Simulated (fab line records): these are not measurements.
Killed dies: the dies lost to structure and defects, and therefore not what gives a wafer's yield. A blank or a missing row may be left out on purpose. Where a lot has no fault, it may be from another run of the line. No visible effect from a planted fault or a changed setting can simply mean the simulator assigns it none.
Matching of chambers :: flow n5Finfet :: N5_BEOL_M10_ILD_DEP_00 on pecvd-01 has 3 sister chambers
The step deposits SiCOH lowk from DEMS/porogen, target thk 308.51 nm, time 58 s. 16 wafers are shown with their chamber, then 8 later ones without.

## WAFERS WITH THEIR CHAMBER
wafer: L074.2
chamber: 0
heaterPowerW (W): 346
showerheadPlenumPTorr (Torr): 5.720
throttleValvePct (%): 14.4

wafer: L074.3
chamber: 1
heaterPowerW (W): 366
showerheadPlenumPTorr (Torr): 5.752
throttleValvePct (%): 13.8

wafer: L074.6
chamber: 1
heaterPowerW (W): 377
showerheadPlenumPTorr (Torr): 5.762
throttleValvePct (%): 13.7

wafer: L078.1
chamber: 0
heaterPowerW (W): 313
showerheadPlenumPTorr (Torr): 5.706
throttleValvePct (%): 14.2

wafer: L078.3
chamber: 0
heaterPowerW (W): 328
showerheadPlenumPTorr (Torr): 5.740
throttleValvePct (%): 14.2

wafer: L078.6
chamber: 0
heaterPowerW (W): 332
showerheadPlenumPTorr (Torr): 5.726
throttleValvePct (%): 14.0

wafer: L080.3
chamber: 0
heaterPowerW (W): 313
showerheadPlenumPTorr (Torr): 5.734
throttleValvePct (%): 14.2

wafer: L080.4
chamber: 1
heaterPowerW (W): 351
showerheadPlenumPTorr (Torr): 5.753
throttleValvePct (%): 13.9

wafer: L080.5
chamber: 2
heaterPowerW (W): 220
showerheadPlenumPTorr (Torr): 5.775
throttleValvePct (%): 13.8

wafer: L085.3
chamber: 0
heaterPowerW (W): 348
showerheadPlenumPTorr (Torr): 5.724
throttleValvePct (%): 14.4

wafer: L085.4
chamber: 2
heaterPowerW (W): 272
showerheadPlenumPTorr (Torr): 5.735
throttleValvePct (%): 13.8

wafer: L085.5
chamber: 0
heaterPowerW (W): 361
showerheadPlenumPTorr (Torr): 5.729
throttleValvePct (%): 14.2

wafer: L088.1
chamber: 2
heaterPowerW (W): 288
showerheadPlenumPTorr (Torr): 5.752
throttleValvePct (%): 14.0

wafer: L088.4
chamber: 1
heaterPowerW (W): 365
showerheadPlenumPTorr (Torr): 5.755
throttleValvePct (%): 14.1

wafer: L088.6
chamber: 0
heaterPowerW (W): 358
showerheadPlenumPTorr (Torr): 5.734
throttleValvePct (%): 14.1

wafer: L086.3
chamber: 2
heaterPowerW (W): 248
showerheadPlenumPTorr (Torr): 5.758
throttleValvePct (%): 13.9

SIGNATURES, as means of the wafers listed above
reading: heaterPowerW
chamber 0: 337.38
chamber 1: 364.75
chamber 2: 257.00
scatter within a chamber: 20.5

reading: showerheadPlenumPTorr
chamber 0: 5.72663
chamber 1: 5.75550
chamber 2: 5.75500
scatter within a chamber: 0.0113

reading: throttleValvePct
chamber 0: 14.213
chamber 1: 13.875
chamber 2: 13.875
scatter within a chamber: 0.137
Rule: a wafer lies at a distance from a chamber equal to the root of the sum of squares, over the readings, of (its reading less the chamber's mean, divided by the reading's scatter). If the next closest chamber is less than 2 further off than the closest, the wafer can't be placed; otherwise it belongs to the closest. The scatter is the square root of a quotient: the sum, over the shown wafers, of each reading's squared deviation from its chamber's mean, divided by wafers minus chambers.

## WAFERS MISSING THEIR CHAMBER
wafer: L086.4
heaterPowerW (W): 327
showerheadPlenumPTorr (Torr): 5.715
throttleValvePct (%): 14.3

wafer: L086.6
heaterPowerW (W): 337
showerheadPlenumPTorr (Torr): 5.749
throttleValvePct (%): 13.7

wafer: L094.1
heaterPowerW (W): 354
showerheadPlenumPTorr (Torr): 5.729
throttleValvePct (%): 14.2

wafer: L094.2
heaterPowerW (W): 283
showerheadPlenumPTorr (Torr): 5.744
throttleValvePct (%): 13.9

wafer: L094.3
heaterPowerW (W): 348
showerheadPlenumPTorr (Torr): 5.766
throttleValvePct (%): 14.0

wafer: L094.4
heaterPowerW (W): 364
showerheadPlenumPTorr (Torr): 5.715
throttleValvePct (%): 14.3

wafer: L094.5
heaterPowerW (W): 272
showerheadPlenumPTorr (Torr): 5.747
throttleValvePct (%): 13.9

wafer: L094.6
heaterPowerW (W): 364
showerheadPlenumPTorr (Torr): 5.762
throttleValvePct (%): 13.8

## WHICH CHAMBER EACH WENT THROUGH
wafer: L086.4
from the rows above: 0
in truth: 0

wafer: L086.6
from the rows above: 1
in truth: 1

wafer: L094.1
from the rows above: 0
in truth: 0

wafer: L094.2
from the rows above: 2
in truth: 2

wafer: L094.3
from the rows above: 1
in truth: 1

wafer: L094.4
from the rows above: 0
in truth: 0

wafer: L094.5
from the rows above: 2
in truth: 2

wafer: L094.6
from the rows above: 1
in truth: 1
Placed correctly: 8 of 8. Number that these rows cannot place: 0. Number placed wrongly: 0.
